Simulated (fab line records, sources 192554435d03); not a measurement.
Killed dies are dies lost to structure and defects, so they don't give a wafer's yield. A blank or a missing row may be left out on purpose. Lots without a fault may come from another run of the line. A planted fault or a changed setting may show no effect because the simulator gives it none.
fab line records | flow n5_finfet
record lots=7 wafers=21
route steps=1938 shown BEOL_M10@1480 BEOL_M11@1540 BEOL_M12@1616
start_h: hours from the record's first day to the start of the lot's first wafer shown | wait_h: hours since the lot's step before | " the same as in the row above | L1.1+2: a row that stands for several wafers | - no value, or no start given | * or withheld: withheld | < > ~ a bound
route shown NAME@n: a module of which the file shows steps, and the number in the route of the first | usual: mean/standard deviation of fault-free wafers | same: alike in all rows | chamber/n: place in a boat | sites: the reading at each site | _std_site: their standard deviation | _edge_site: outer sites' mean less inner sites' | radius_mm: how far each site lies from the wafer's centre | mask NAME#n: copy n | behind: the tool/chamber that last shaped the wafer | hold: why the lot was held/for how many hours/how that ended | device: the transistor (n, p or np) that didn't switch | end of line: the same wafers' tests at the end of the route | a step without rows: its recipe alone | killed: dies lost to structure and defects at the first sort, not the wafer's yield | map: a wafer's dies, x killed, . not, _ none there
set.NAME: the setting as run; set.NAME@STEP: as run at that earlier step | model.NAME: the simulator's own value behind a step, which no gauge read
lots whose settings were changed on purpose; a table a step, a row a wafer
## steps
# step N5_BEOL_M10_EXPOSE_08
# recipe mask_id=M10 na=1.35 source_shape=dipole sigma_inner=0.411 sigma_outer=0.611 polarization=te dose_mj=53.75
# columns lot.wafer tool chamber start_h wait_h mask set.dose_mj
L074.3+6 arfi_scanner-03 0 224.25 - M10#0 51.49
L074.4 " 0 " " M10#0 53.75
L075.1+3+4 arfi_scanner-01 0 234.72 - M10#0 53.75
L079.1 arfi_scanner-01 0 247.95 - M10#0 53.75
L079.3+6 " 0 " " M10#0 52.63
L083.2+6 arfi_scanner-02 0 265.23 - M10#0 53.75
L083.4 " 0 " " M10#0 50.06
L087.1+4 arfi_scanner-03 0 304.17 - M10#0 57.64
L087.6 " 0 " " M10#0 53.75
L090.3+4+5 arfi_scanner-02 0 311.16 - M10#0 53.75
L091.2+5+6 arfi_scanner-02 0 318.50 - M10#0 53.75
# step N5_BEOL_M10_PEB_09
# recipe peb_temp_c=withheld peb_time_s=60 resist=CAR-ArF
# step N5_BEOL_M10_DEVELOP_10
# recipe develop_time_s=30 developer=TMAH resist=CAR-ArF rinse_liquid=diw dry=air_spin dev_temp_c=23
# step N5_BEOL_M10_CD_MEAS_11
# recipe target_cd_nm=64.1 landing_energy_ev=500 detector=se_inlens polarity=opening
# usual cd_nm=63.6/0.58
# columns lot.wafer tool chamber start_h wait_h set.dose_mj@BEOL_M10_EXPOSE_08 cd_nm
L074.3 cd_sem-03 0 224.36 - 51.49 60.6
L074.4 " 0 " " 53.75 63.0
L074.6 " 0 " " 51.49 60.6
L075.1 cd_sem-02 0 234.85 - 53.75 62.8
L075.3 " 0 " " 53.75 62.3
L075.4 " 0 " " 53.75 63.4
L079.1 cd_sem-03 0 248.07 - 53.75 63.5
L079.3 " 0 " " 52.63 63.5
L079.6 " 0 " " 52.63 63.0
L083.2 cd_sem-01 0 265.35 - 53.75 62.6
L083.4 " 0 " " 50.06 59.1
L083.6 " 0 " " 53.75 63.3
L087.1 cd_sem-01 0 304.30 - 57.64 67.8
L087.4 " 0 " " 57.64 66.9
L087.6 " 0 " " 53.75 63.5
L090.3 cd_sem-02 0 311.28 - 53.75 64.0
L090.4 " 0 " " 53.75 64.2
L090.5 " 0 " " 53.75 63.4
L091.2 cd_sem-03 0 318.62 - 53.75 63.8
L091.5 " 0 " " 53.75 63.6
L091.6 " 0 " " 53.75 63.0
# step N5_BEOL_M10_DESCUM_16
# recipe chemistry=O2 time_s=7.9 source_power_w=50 bias_power_w=20 pressure_mtorr=20 rf_frequency_hz=2.712e+07 temp_c=40 resist=CAR-ArF o2_flow_sccm=225
# step N5_BEOL_M10_ETCH_61
# recipe chemistry=CF4 target=SiARC target_depth_a=390 mask_material=CAR-ArF time_s=65 ion_energy_ev=80 pressure_mtorr=40 source_w=545 bias_w=36 Ar_flow_sccm=100 cf4_flow_sccm=100 ends=cleared
# columns lot.wafer tool chamber start_h wait_h set.spin_rpm@BEOL_M10_COAT_60 set.dose_mj@BEOL_M10_EXPOSE_08 model.BEOL_M10.cd_offset_nm model.etch.depth_nm model.CAR-ArF_of_BEOL_M10_COAT_05.thk_nm
L074.3 rie_diel-04 1 224.50 0.0 1500 51.49 -3.4 30.03 56.2
L074.4 " 3 " " 1624 53.75 -1.4 28.88 56.6
L074.6 " 1 " " 1500 51.49 -3.4 29.97 55.8
L075.1 rie_diel-02 2 235.59 0.0 1500 53.75 -1.2 30.07 55
L075.3 " 3 " " 1500 53.75 -1.4 30.05 55
L075.4 " 0 " " 1500 53.75 0 30.13 54.8
L079.1 rie_diel-04 3 248.20 0.0 1500 53.75 -0.4 29.91 55.8
L079.3 " 2 " " 1621 52.63 -1.2 28.76 56.6
L079.6 " 1 " " 1500 52.63 -1.2 29.97 55.4
L083.2 rie_diel-05 1 265.85 0.0 1500 53.75 -0.8 30 55.4
L083.4 " 0 " " 1500 50.06 -4.8 29.95 55.4
L083.6 " 3 " " 1631 53.75 -0.8 28.83 56.6
L087.1 rie_diel-02 3 304.79 0.0 1408 57.64 4.2 30.92 55
L087.4 " 0 " " 1500 57.64 3.2 29.86 55.8
L087.6 " 2 " " 1500 53.75 -0.4 29.92 55.6
L090.3 rie_diel-04 2 311.83 0.0 1500 53.75 0 29.81 55.8
L090.4 " 0 " " 1395 53.75 -0.2 30.95 55
L090.5 " 2 " " 1395 53.75 -0.4 30.88 54.6
L091.2 rie_diel-05 2 318.91 0.0 1500 53.75 -0.2 30.12 55.6
L091.5 " 0 " " 1433 53.75 -0.2 30.79 55.2
L091.6 " 1 " " 1433 53.75 -0.8 30.79 55.2
# step N5_BEOL_M10_ETCH_62
# recipe chemistry=N2/H2 target=SOC target_depth_a=1100 overetch_a=220 mask_material=SiARC temp_c=40 time_s=165 ion_energy_ev=200 pressure_mtorr=30 source_w=840 bias_w=150 n2_flow_sccm=200 h2_flow_sccm=200
# columns lot.wafer tool chamber start_h wait_h set.dose_mj@BEOL_M10_EXPOSE_08 model.BEOL_M10.cd_offset_nm
L074.3 rie_diel-04 1 224.55 0.0 51.49 -3.8
L074.4 " 3 " " 53.75 -1.2
L074.6 " 1 " " 51.49 -3.6
L075.1 rie_diel-02 2 235.64 0.0 53.75 -1.4
L075.3 " 3 " " 53.75 -1.6
L075.4 " 0 " " 53.75 -0.4
L079.1 rie_diel-04 3 248.25 0.0 53.75 -0.4
L079.3 " 2 " " 52.63 -1
L079.6 " 1 " " 52.63 -1.2
L083.2+6 rie_diel-05 1,3 265.90 0.0 53.75 -0.6
L083.4 " 0 " " 50.06 -4.8
L087.1 rie_diel-02 3 304.84 0.0 57.64 3.8
L087.4 " 0 " " 57.64 3
L087.6 " 2 " " 53.75 -0.4
L090.3 rie_diel-04 2 311.88 0.0 53.75 0.6
L090.4 " 0 " " 53.75 -0.4
L090.5 " 2 " " 53.75 -0.2
L091.2+5 rie_diel-05 2,0 318.96 0.0 53.75 0
L091.6 " 1 " " 53.75 -0.4
# step N5_BEOL_M10_STRIP_68
# recipe chemistry=N2/H2 temp_c=40 n2_flow_sccm=200 h2_flow_sccm=200 rf_frequency_hz=6e+07
# step N5_BEOL_M10_STRIP_67
# recipe chemistry=CF4 resist=SiARC power_w=300 bias_power_w=75 pressure_mtorr=50 cf4_flow_sccm=150 rf_frequency_hz=6e+07
# step N5_BEOL_M10_HM_OPEN_17
# recipe chemistry=Cl2/BCl3 target_depth_a=200 overetch_a=60 target=TiN mask_material=SOC ion_energy_ev=150 pressure_mtorr=10 icp_w=1000 bias_w=126 Cl2_flow_sccm=53.25 bcl3_flow_sccm=21.75 Ar_flow_sccm=25
# columns lot.wafer tool chamber start_h wait_h set.dose_mj@BEOL_M10_EXPOSE_08 model.BEOL_M10.cd_offset_nm
L074.3 rie_metal-03 0 224.77 0.1 51.49 -3.6
L074.4 " 1 " " 53.75 -1.4
L074.6 " 0 " " 51.49 -3.4
L075.1 rie_metal-03 1 235.83 0.0 53.75 -1.4
L075.3 " 1 " " 53.75 -1.6
L075.4 " 0 " " 53.75 -0.4
L079.1 rie_metal-03 1 248.43 0.0 53.75 -0.4
L079.3 " 1 " " 52.63 -1
L079.6 " 1 " " 52.63 -1.2
L083.2+6 rie_metal-01 1 266.08 0.0 53.75 -0.6
L083.4 " 1 " " 50.06 -4.8
L087.1 rie_metal-02 0 305.03 0.0 57.64 3.6
L087.4 " 0 " " 57.64 3
L087.6 " 1 " " 53.75 -0.4
L090.3 rie_metal-03 1 312.10 0.1 53.75 0.6
L090.4 " 0 " " 53.75 -0.4
L090.5 " 0 " " 53.75 -0.2
L091.2+5 rie_metal-03 1 319.14 0.0 53.75 0
L091.6 " 0 " " 53.75 -0.4
# step N5_BEOL_M10_STRIP_19
# recipe chemistry=O2 power_w=400 temp_c=40 pressure_mtorr=30 rf_frequency_hz=6e+07 bias_power_w=0 overash_fraction=0.2 o2_flow_sccm=225
# step N5_BEOL_M10_CD_MEAS_18
# recipe pitch_nm=140 target_cd_nm=70
# usual cd_nm=69.6/0.65
# columns lot.wafer tool chamber start_h wait_h set.dose_mj@BEOL_M10_EXPOSE_08 cd_nm
L074.3 cd_sem-02 - 224.92 0.1 51.49 66.3
L074.4 " - " " 53.75 68.5
L074.6 " - " " 51.49 66.8
L075.1 cd_sem-02 - 236.03 0.0 53.75 68.6
L075.3 " - " " 53.75 68.4
L075.4 " - " " 53.75 69.9
L079.1 cd_sem-01 - 248.82 0.0 53.75 69.8
L079.3 " - " " 52.63 69.2
L079.6 " - " " 52.63 69.1
L083.2 cd_sem-02 - 266.43 0.1 53.75 69.3
L083.4 " - " " 50.06 65.0
L083.6 " - " " 53.75 69.3
L087.1 cd_sem-03 - 305.23 0.1 57.64 73.7
L087.4 " - " " 57.64 72.9
L087.6 " - " " 53.75 69.8
L090.3 cd_sem-03 - 312.25 0.1 53.75 70.5
L090.4 " - " " 53.75 69.9
L090.5 " - " " 53.75 69.4
L091.2 cd_sem-02 - 319.38 0.1 53.75 69.8
L091.5 " - " " 53.75 69.6
L091.6 " - " " 53.75 69.7
# step N5_BEOL_M10_COAT_63
# recipe resist=SOC temp_c=250 time_s=60 spin_rpm=1500 resist_thk_nm=100
# step N5_BEOL_M10_COAT_64
# recipe resist=SiARC temp_c=220 time_s=60 spin_rpm=1500 resist_thk_nm=30
# step N5_BEOL_M10_PRECLEAN_42
# recipe chemistry=residue_remover time_s=60 temp_c=40
# step N5_BEOL_M10_SRD_43
# recipe time_s=30 temp_c=23 rinse_liquid=diw dry=ipa_marangoni
# step N5_BEOL_M10_CD_MEAS_35
# recipe target_cd_nm=70 polarity=opening
# usual cd_nm=69.6/0.67
# columns lot.wafer tool chamber start_h wait_h set.dose_mj@BEOL_M10_EXPOSE_08 cd_nm
L074.3 cd_sem-02 - 226.02 0.0 51.49 66.6
L074.4 " - " " 53.75 68.5
L074.6 " - " " 51.49 66.6
L075.1 cd_sem-03 - 237.88 0.0 53.75 68.3
L075.3 " - " " 53.75 68.9
L075.4 " - " " 53.75 70.1
L079.1 cd_sem-02 - 250.51 0.0 53.75 69.7
L079.3 " - " " 52.63 69.1
L079.6 " - " " 52.63 68.9
L083.2 cd_sem-03 - 268.36 0.0 53.75 69.6
L083.4 " - " " 50.06 64.9
L083.6 " - " " 53.75 69.7
L087.1 cd_sem-03 - 307.59 0.0 57.64 73.9
L087.4 " - " " 57.64 72.9
L087.6 " - " " 53.75 69.6
L090.3 cd_sem-03 - 313.33 0.0 53.75 70.8
L090.4 " - " " 53.75 69.5
L090.5 " - " " 53.75 69.9
L091.2 cd_sem-02 - 322.02 0.0 53.75 69.8
L091.5 " - " " 53.75 69.7
L091.6 " - " " 53.75 69.9
# step N5_BEOL_M11_HM_DEP_02
# recipe material=TiN target_thk_a=200 temp_c=25 chamber_pressure_pa=0.49996
# columns lot.wafer tool chamber start_h wait_h set.target_thk_a model.TiN_of_BEOL_M11_HM_DEP_02.thk_nm
L074.3 pvd_sputter-03 - 230.61 0.7 200 20.4
L074.4 " - " " 200 20
L074.6 " - " " 200 19.8
L075.1+3+4 pvd_sputter-02 - 242.86 0.9 200 20
L079.1 pvd_sputter-01 - 255.18 1.0 200 20
L079.3 " - " " 200 19.6
L079.6 " - " " 187.9 18.8
L083.2+6 pvd_sputter-01 - 274.93 2.2 175.5 17.8
L083.4 " - " " 175.5 17.6
L087.1 pvd_sputter-03 - 313.15 1.0 225.2 22.6
L087.4 " - " " 200 19.8
L087.6 " - " " 200 20.2
L090.3+4 pvd_sputter-01 - 317.59 0.9 200 20.2
L090.5 " - " " 220.1 22.2
L091.2 pvd_sputter-03 - 326.67 1.3 200 20.4
L091.5 " - " " 200 20.6
L091.6 " - " " 217 22.2
# step N5_BEOL_M11_COAT_59
# recipe resist=SOC temp_c=250 time_s=60 spin_rpm=1500 resist_thk_nm=100
# step N5_BEOL_M11_COAT_60
# recipe resist=SiARC temp_c=220 time_s=60 spin_rpm=1500 resist_thk_nm=30
# step N5_BEOL_M11_STRIP_68
# recipe chemistry=N2/H2 temp_c=40 n2_flow_sccm=200 h2_flow_sccm=200 rf_frequency_hz=6e+07
# step N5_BEOL_M11_STRIP_67
# recipe chemistry=CF4 resist=SiARC power_w=300 bias_power_w=75 pressure_mtorr=50 cf4_flow_sccm=150 rf_frequency_hz=6e+07
# step N5_BEOL_M11_HM_OPEN_17
# recipe chemistry=Cl2/BCl3 target_depth_a=200 overetch_a=60 target=TiN mask_material=SOC ion_energy_ev=150 pressure_mtorr=10 icp_w=1000 bias_w=126 Cl2_flow_sccm=53.25 bcl3_flow_sccm=21.75 Ar_flow_sccm=25
# columns lot.wafer tool chamber start_h wait_h set.target_thk_a@BEOL_M11_HM_DEP_02 model.etch.depth_nm
L074.3 rie_metal-02 0 231.58 0.1 200 20.31
L074.4 " 1 " " 200 20.09
L074.6 " 1 " " 200 19.85
L075.1 rie_metal-01 1 244.00 0.0 200 19.97
L075.3 " 1 " " 200 19.99
L075.4 " 0 " " 200 20.1
L079.1 rie_metal-02 1 256.33 0.0 200 20
L079.3 " 0 " " 200 19.66
L079.6 " 0 " " 187.9 18.72
L083.2 rie_metal-02 1 275.79 0.0 175.5 17.78
L083.4 " 1 " " 175.5 17.7
L083.6 " 1 " " 175.5 17.81
L087.1 rie_metal-01 0 314.06 0.0 225.2 22.56
L087.4 " 0 " " 200 19.84
L087.6 " 0 " " 200 20.12
L090.3 rie_metal-01 1 318.48 0.1 200 20.11
L090.4 " 0 " " 200 20.2
L090.5 " 1 " " 220.1 22.24
L091.2 rie_metal-02 1 327.71 0.0 200 20.47
L091.5 " 0 " " 200 20.5
L091.6 " 1 " " 217 22.13
# step N5_BEOL_M12_ETCH_59
# recipe chemistry=N2/H2 target=BARC target_depth_a=890 overetch_a=267 time_s=67.9 ion_energy_ev=200 pressure_mtorr=30 source_w=840 bias_w=150 n2_flow_sccm=200 h2_flow_sccm=200
# usual rf_vpp_V=524.2/2.4
# columns lot.wafer tool chamber start_h wait_h set.bias_w rf_vpp_V
L074.3 rie_diel-04 0 237.59 0.0 150 524.8
L074.4 " 1 " " 165 555.2
L074.6 " 3 " " 165 560.2
L075.1 rie_diel-04 0 249.20 0.0 150 523.0
L075.3 " 3 " " 150 526.8
L075.4 " 1 " " 150 522.0
L079.1 rie_diel-05 2 262.08 0.0 150 526.7
L079.3 " 3 " " 150 523.7
L079.6 " 0 " " 150 528.0
L083.2 rie_diel-05 1 288.66 0.0 150 523.0
L083.4 " 3 " " 150 522.5
L083.6 " 0 " " 150 527.7
L087.1 rie_diel-02 1 318.72 0.0 141.6 504.6
L087.4 " 2 " " 150 521.2
L087.6 " 1 " " 150 525.3
L090.3 rie_diel-04 0 323.77 0.0 175.7 577.1
L090.4 " 2 " " 150 526.2
L090.5 " 3 " " 175.7 582.1
L091.2 rie_diel-04 1 332.69 0.0 141.4 502.5
L091.5 " 3 " " 150 527.5
L091.6 " 2 " " 141.4 506.9
# step N5_BEOL_M12_CMP_49
# recipe stop_on=SiOC t_overpolish_s=20.6 down_force_psi=1 platen_rpm=50 clearing_platen_down_force_psi=1.5 clearing_platen_rpm=50 post_cmp_clean=cu_alkaline target_thk_nm=320 clearing_platen_pad_velocity_m_s=0.99484 pad_velocity_m_s=0.99484
# usual barrier_field_endpoint_s=30.4/0.75
# columns lot.wafer tool chamber start_h wait_h set.down_force_psi barrier_field_endpoint_s
L074.3 cmp-03 1 241.36 0.2 1 30.7
L074.4 " 0 " " 1 29.7
L074.6 " 1 " " 1 30.1
L075.3 cmp-02 2 252.75 0.2 1 29.5
L075.1 " 0 " " 1 30.1
L075.4 " 1 " " 1 30.8
L079.1 cmp-04 1 266.91 0.3 0.778 40.5
L079.3 " 2 " " 1 30.8
L079.6 " 1 " " 1 31.1
L083.2 cmp-02 1 291.42 0.3 1 31.0
L083.4 " 2 " " 1.159 26.6
L083.6 " 0 " " 1.159 27.7
L087.1 cmp-04 1 323.57 0.3 1.165 25.8
L087.4 " 2 " " 1.165 25.1
L087.6 " 1 " " 1 29.7
L090.4 cmp-03 0 328.78 0.2 0.8488 35.6
L090.3 " 2 " " 0.8488 36.0
L090.5 " 3 " " 1 30.3
L091.2 cmp-04 0 337.19 0.3 1.072 26.5
L091.5 " 2 " " 1 29.4
L091.6 " 3 " " 1 28.8
## key
split step=N5_BEOL_M10_EXPOSE_08 setting=dose_mj stated=53.75 by=wafer
response step=N5_BEOL_M10_CD_MEAS_11 reading=cd_nm change=+0.54 per=1% r=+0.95
response step=N5_BEOL_M10_ETCH_61 reading=model.BEOL_M10.cd_offset_nm change=+0.553 per=1% r=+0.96
response step=N5_BEOL_M10_ETCH_62 reading=model.BEOL_M10.cd_offset_nm change=+0.562 per=1% r=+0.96
response step=N5_BEOL_M10_HM_OPEN_17 reading=model.BEOL_M10.cd_offset_nm change=+0.542 per=1% r=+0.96
response step=N5_BEOL_M10_CD_MEAS_18 reading=cd_nm change=+0.533 per=1% r=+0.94
response step=N5_BEOL_M10_CD_MEAS_35 reading=cd_nm change=+0.572 per=1% r=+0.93
split step=N5_BEOL_M11_HM_DEP_02 setting=target_thk_a stated=200 by=wafer
response step=N5_BEOL_M11_HM_DEP_02 reading=model.TiN_of_BEOL_M11_HM_DEP_02.thk_nm change=+0.199 per=1% r=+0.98
response step=N5_BEOL_M11_HM_OPEN_17 reading=model.etch.depth_nm change=+0.201 per=1% r=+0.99
split step=N5_BEOL_M12_ETCH_59 setting=bias_w stated=150 by=wafer
response step=N5_BEOL_M12_ETCH_59 reading=rf_vpp_V change=+3.23 per=1% r=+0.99
split step=N5_BEOL_M12_CMP_49 setting=down_force_psi stated=1 by=wafer
response step=N5_BEOL_M12_CMP_49 reading=barrier_field_endpoint_s change=-0.343 per=1% r=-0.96
split outside_this_file step=N5_BEOL_M10_COAT_60 setting=spin_rpm
# split outside_this_file: this setting was split too, and the file shows its column; the key of that split is in another file
